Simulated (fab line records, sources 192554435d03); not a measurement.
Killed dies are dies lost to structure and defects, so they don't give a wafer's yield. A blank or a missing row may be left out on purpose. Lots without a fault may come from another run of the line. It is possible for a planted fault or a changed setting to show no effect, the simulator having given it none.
fab line records    flow n5-finfet
record: lots: 10  wafers: 29  last-day: 18
route steps=1938 shown BEOL_M13@1673
lots untouched by any fault: they come from a run of this same line in which no faults occurred
start-h: the number of hours between the record's first day and the start of the first shown wafer of the lot    wait-h: hours elapsed since this lot's preceding step    " as in the row above    L1.1+2: several wafers, shown together as one row    - value missing, or start not given    * or withheld: withheld    < > ~ a bound
route shown NAME@n: a module of which the file shows steps, and the number in the route of the first    usual: mean/standard deviation taken from wafers without a fault    same: alike in all rows    chamber/n: place in a boat    sites: the reading at each site    _std_site: the values' standard deviation    _edge_site: outer sites' mean less inner sites'    radius-mm: how far each site lies from the wafer's centre    mask NAME#n: copy n    behind: the most recent tool/chamber to have shaped the wafer    hold: why the lot was held/for how many hours/how that ended    device: which transistor (n, p or np) failed to switch    end of line: tests run on the same wafers once the route is complete    where a step has no rows: the recipe by itself    killed: the dies lost at the first sort to structure and to defects; this is not the yield of the wafer    map: per-die view of a wafer (x killed, . not killed, _ where there is no die)
set.NAME: the setting that was run; set.NAME@STEP: the one run at that earlier step    model.NAME: the simulator's own value behind a step, which no gauge read
a sample of lots followed through the steps of the route, with each step as a table and each wafer as a row
services: a tool's chamber out of use, with start hour (start-h, from the record's first day; less than 0 if before it), hours out, and reason
== steps ==
step: N5_BEOL_M13_ETCH_59
recipe: chemistry: N2/H2  target: BARC  target-depth-a: 890  overetch-a: 267  time-s: 67.9  ion-energy-ev: 200  pressure-mtorr: 30  source-w: 840  bias-w: 150  n2-flow-sccm: 200  h2-flow-sccm: 200
usual: drypump-motor-current-A: 5.9/0.58  oes-product-au: 0.69/0.065  rf-vpp-V: 523.6/2.2  showerhead-plenum-p-Torr: 2.54/0.071  throttle-valve-pct: 17.90/0.26
lot.wafer  tool         chamber  start-h  wait-h  drypump-motor-current-A  oes-product-au  rf-hours-counter-h  rf-vpp-V  showerhead-plenum-p-Torr  throttle-valve-pct
L507.1     rie-diel-01  0        234.42   0.0     4.8                      0.74            61                  525.1     2.57                      17.62
L507.5     "            2        "        "       6.1                      0.77            -                   522.8     2.50                      17.56
L509.2     rie-diel-04  2        242.56   0.0     5.7                      0.73            42                  523.8     2.61                      18.10
L509.3     "            3        "        "       6.6                      0.61            209                 520.5     2.42                      18.22
L509.4     "            0        "        "       5.7                      0.80            9                   525.5     2.61                      18.09
L508.4     rie-diel-01  0        243.85   0.0     4.7                      0.73            -                   524.4     2.57                      17.62
L508.5     "            3        "        "       6.4                      0.72            -                   522.2     2.47                      17.76
L508.6     "            2        "        "       6.1                      0.77            -                   521.5     2.50                      17.58
L510.1     rie-diel-03  1        251.40   0.0     5.3                      0.63            190                 523.4     2.53                      17.79
L510.2     "            2        "        "       5.5                      0.59            244                 521.4     2.39                      18.07
L510.4     "            0        "        "       5.0                      0.71            88                  525.3     2.57                      17.47
L515.3     rie-diel-04  1        292.33   0.0     6.5                      0.65            134                 522.7     2.54                      17.90
L515.4     "            0        "        "       5.8                      0.76            23                  525.7     2.61                      18.12
L515.5     "            1        "        "       6.5                      0.65            -                   523.3     2.54                      17.89
L520.1     rie-diel-01  0        324.98   0.0     4.8                      0.71            87                  523.8     2.56                      17.68
L520.5     "            0        "        "       4.8                      0.71            -                   523.8     2.56                      17.66
L520.6     "            2        "        "       6.1                      0.74            -                   522.2     2.49                      17.60
L523.2     rie-diel-03  1        341.26   0.0     5.3                      0.62            205                 523.8     2.52                      17.81
L523.3     "            3        "        "       6.3                      0.86            4                   525.8     2.60                      17.40
L523.5     "            2        "        "       5.5                      0.77            -                   527.7     2.70                      17.58
L524.2     rie-diel-01  3        342.24   0.0     6.4                      0.70            103                 522.5     2.46                      17.77
L524.3     "            0        "        "       4.7                      0.71            91                  525.4     2.55                      17.67
L524.6     "            0        "        "       4.8                      0.71            -                   524.6     2.55                      17.68
L529.2     rie-diel-03  0        396.34   0.0     5.0                      0.67            137                 524.2     2.55                      17.55
L529.4     "            2        "        "       5.5                      0.75            39                  528.1     2.69                      17.61
L529.6     "            0        "        "       5.0                      0.67            -                   523.8     2.55                      17.54
L530.3     rie-diel-04  2        398.27   0.0     5.7                      0.68            85                  524.5     2.59                      18.19
L530.5     "            1        "        "       6.5                      0.63            -                   524.0     2.52                      17.96
L530.6     "            2        "        "       5.7                      0.67            -                   523.8     2.59                      18.20
step: N5_BEOL_M13_ETCH_67
recipe: chemistry: CF4  target: SiARC  target-depth-a: 1430  time-s: 238.3  ion-energy-ev: 80  pressure-mtorr: 40  source-w: 545  bias-w: 36  Ar_flow_sccm: 100  cf4-flow-sccm: 100  ends: cleared
usual: cf4-flow-sccm: 99.97/0.27  drypump-motor-current-A: 5.7/0.55  etch-rf-on-time-s: 240/6.3  oes-product-au: 0.68/0.076  rf-vpp-V: 184.3/1.1  showerhead-plenum-p-Torr: 2.16/0.067  throttle-valve-pct: 15.59/0.23
lot.wafer  tool         chamber  start-h  wait-h  cf4-flow-sccm  drypump-motor-current-A  etch-rf-on-time-s  oes-product-au  rf-hours-counter-h  rf-vpp-V  showerhead-plenum-p-Torr  throttle-valve-pct
L507.1     rie-diel-01  2        235.54   0.0     100.20         6.1                      229                0.79            34                  183.1     2.09                      15.22
L507.5     "            3        "        "       99.88          6.4                      246                0.72            -                   182.9     2.09                      15.48
L509.2     rie-diel-03  1        243.51   0.0     99.95          5.3                      232                0.64            188                 184.9     2.13                      15.50
L509.3     "            2        "        "       99.45          5.5                      251                0.57            243                 183.2     2.04                      15.89
L509.4     "            3        "        "       100.34         6.2                      248                0.60            221                 186.8     2.21                      15.75
L508.4     rie-diel-04  3        244.97   0.0     99.81          6.6                      245                0.60            210                 182.8     2.03                      15.94
L508.5     "            2        "        "       99.98          5.7                      247                0.71            -                   183.9     2.20                      15.68
L508.6     "            1        "        "       100.18         6.5                      246                0.65            -                   184.3     2.15                      15.62
L510.1     rie-diel-03  0        252.55   0.0     99.35          5.0                      236                0.72            88                  184.9     2.16                      15.21
L510.2     "            3        "        "       99.98          6.2                      245                0.60            224                 184.8     2.21                      15.72
L510.4     "            1        "        "       100.11         5.3                      230                0.64            191                 185.1     2.13                      15.53
L515.3     rie-diel-04  1        293.27   0.0     99.94          6.5                      243                0.65            134                 184.2     2.15                      15.65
L515.4     "            2        "        "       100.20         5.7                      248                0.69            54                  185.1     2.19                      15.70
L515.5     "            0        "        "       99.99          5.7                      232                0.77            -                   184.8     2.19                      15.81
L520.1     rie-diel-03  2        326.04   0.0     99.98          5.5                      241                0.77            18                  184.8     2.28                      15.41
L520.5     "            0        "        "       99.81          5.0                      238                0.68            -                   182.8     2.15                      15.26
L520.6     "            1        "        "       69.87          5.3                      244                0.61            -                   182.5     1.91                      14.31
L523.2     rie-diel-04  0        342.48   0.0     100.24         5.7                      231                0.75            37                  185.1     2.18                      15.81
L523.3     "            1        "        "       99.49          6.5                      244                0.64            146                 183.9     2.15                      15.69
L523.5     "            3        "        "       99.42          6.6                      246                0.59            -                   182.6     2.02                      15.98
L524.2     rie-diel-04  1        343.31   0.0     99.89          6.5                      242                0.65            147                 182.9     2.15                      15.69
L524.3     "            2        "        "       99.80          5.7                      247                0.68            68                  185.0     2.19                      15.73
L524.6     "            1        "        "       100.15         6.5                      244                0.64            -                   183.8     2.15                      15.69
L529.2     rie-diel-04  2        397.28   0.0     100.04         5.7                      249                0.67            85                  184.3     2.18                      15.78
L529.4     "            0        "        "       100.05         5.7                      231                0.73            -                   184.5     2.18                      15.87
L529.6     "            1        "        "       100.01         6.5                      245                0.62            -                   183.6     2.14                      15.70
L530.3     rie-diel-04  2        399.22   0.0     99.99          5.7                      252                0.67            86                  183.4     2.18                      15.77
L530.5     "            2        "        "       100.00         5.7                      252                0.66            -                   184.6     2.18                      15.77
L530.6     "            0        "        "       99.75          5.7                      235                0.73            -                   186.1     2.18                      15.88
step: N5_BEOL_M13_DEGAS_41
recipe: ambient: vacuum  temp-c: 250  time-s: 60
usual: heater-power-w: 340/31
lot.wafer  tool            chamber  start-h  wait-h  heater-power-w
L507.1     pvd-sputter-03  -        239.85   1.6     354
L507.5     "               -        "        "       352
L509.2     pvd-sputter-02  -        246.12   0.4     356
L509.3     "               -        "        "       340
L509.4     "               -        "        "       326
L508.4     pvd-sputter-02  -        247.00   0.0     340
L508.5     "               -        "        "       333
L508.6     "               -        "        "       356
L510.1     pvd-sputter-03  -        255.22   1.8     326
L510.2     "               -        "        "       325
L510.4     "               -        "        "       354
L515.3     pvd-sputter-01  -        297.08   0.3     312
L515.4     "               -        "        "       305
L515.5     "               -        "        "       301
L520.1     pvd-sputter-02  -        329.99   0.0     321
L520.5     "               -        "        "       418
L520.6     "               -        "        "       341
L523.2     pvd-sputter-02  -        345.04   0.2     328
L523.3     "               -        "        "       371
L523.5     "               -        "        "       411
L524.2     pvd-sputter-03  -        348.85   0.3     325
L524.3     "               -        "        "       328
L524.6     "               -        "        "       328
L529.2     pvd-sputter-01  -        400.35   0.4     303
L529.4     "               -        "        "       315
L529.6     "               -        "        "       320
L530.3     pvd-sputter-01  -        400.93   0.5     330
L530.5     "               -        "        "       332
L530.6     "               -        "        "       305
step: N5_BEOL_M13_SPUTTER_45
recipe: material: Cu  target-thk-a: 800  temp-c: -20  bias-v: 60  power-w: 26000  chamber-pressure-pa: 0.13  time-s: 13.33
usual: throttle-valve-pct: 30.0/1.2
lot.wafer  tool            chamber  start-h  wait-h  throttle-valve-pct
L507.1     pvd-sputter-03  -        240.09   0.0     31.0
L507.5     "               -        "        "       30.7
L509.2     pvd-sputter-02  -        246.36   0.0     31.0
L509.3     "               -        "        "       31.0
L509.4     "               -        "        "       29.6
L508.4     pvd-sputter-02  -        247.24   0.0     31.2
L508.5     "               -        "        "       29.9
L508.6     "               -        "        "       31.1
L510.1     pvd-sputter-03  -        255.46   0.0     30.2
L510.2     "               -        "        "       29.7
L510.4     "               -        "        "       31.0
L515.3     pvd-sputter-01  -        297.32   0.0     29.8
L515.4     "               -        "        "       30.9
L515.5     "               -        "        "       30.8
L520.1     pvd-sputter-02  -        330.23   0.0     29.8
L520.5     "               -        "        "       28.0
L520.6     "               -        "        "       29.8
L523.2     pvd-sputter-02  -        345.28   0.0     29.7
L523.3     "               -        "        "       31.1
L523.5     "               -        "        "       27.7
L524.2     pvd-sputter-03  -        349.09   0.0     29.7
L524.3     "               -        "        "       29.8
L524.6     "               -        "        "       29.8
L529.2     pvd-sputter-01  -        400.59   0.0     30.7
L529.4     "               -        "        "       29.7
L529.6     "               -        "        "       29.8
L530.3     pvd-sputter-01  -        401.17   0.0     28.7
L530.5     "               -        "        "       28.7
L530.6     "               -        "        "       30.8
== services ==
tool            chamber  start-h  hours  kind
rie-diel-04     1        221.30   13.8   repair
rie-diel-01     1        240.27   4.0    repair
rie-diel-03     2        265.86   -      clean
rie-diel-03     2        265.86   -      consumable-replace:focus-ring
rie-diel-03     2        265.86   -      consumable-replace:showerhead
rie-diel-03     2        265.86   14.9   scheduled-down
rie-diel-03     2        265.86   14.9   vent-cycle
rie-diel-04     2        273.35   7.5    repair
pvd-sputter-02  -        279.52   3.8    repair
rie-diel-03     3        316.84   -      clean
rie-diel-03     3        316.84   -      consumable-replace:focus-ring
rie-diel-03     3        316.84   13.1   scheduled-down
pvd-sputter-01  -        320.04   19.6   repair
rie-diel-04     1        328.93   6.7    repair
pvd-sputter-01  -        354.53   5.4    repair
rie-diel-01     3        357.36   12.1   repair
rie-diel-01     2        358.45   3.4    repair
rie-diel-01     3        384.83   1.3    repair
rie-diel-04     3        384.99   -      clean
rie-diel-04     3        384.99   -      consumable-replace:focus-ring
rie-diel-04     3        384.99   -      consumable-replace:showerhead
rie-diel-04     3        384.99   17.4   scheduled-down
rie-diel-04     3        384.99   17.4   vent-cycle
pvd-sputter-01  -        386.41   4.6    repair
== key ==
first-sign: step: N5_BEOL_M13_ETCH_67  reading: cf4-flow-sccm  direction: down  sigmas: 99+  usual: 99.97  struck: 69.87
effect: step: N5_BEOL_M13_ETCH_67  reading: throttle-valve-pct  direction: down  sigmas: 5.5  usual: *  struck: *
met-at N5_BEOL_M13_ETCH_67
struck-lots L520
struck-wafers L520.6
not-acting-at N5_BEOL_M13_ETCH_59,N5_BEOL_M13_DEGAS_41,N5_BEOL_M13_SPUTTER_45
onset-between 252.55 326.04
fault: kind: process-parameter-drift  tool: rie-diel-03  chamber: 1  onset-h: 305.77  steps: N5_BEOL_M13_ETCH_67  channel: cf4-flow-sccm  offset: -30  shape: step  end-h: 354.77  acts-in: these-recipes-only  stated: 100
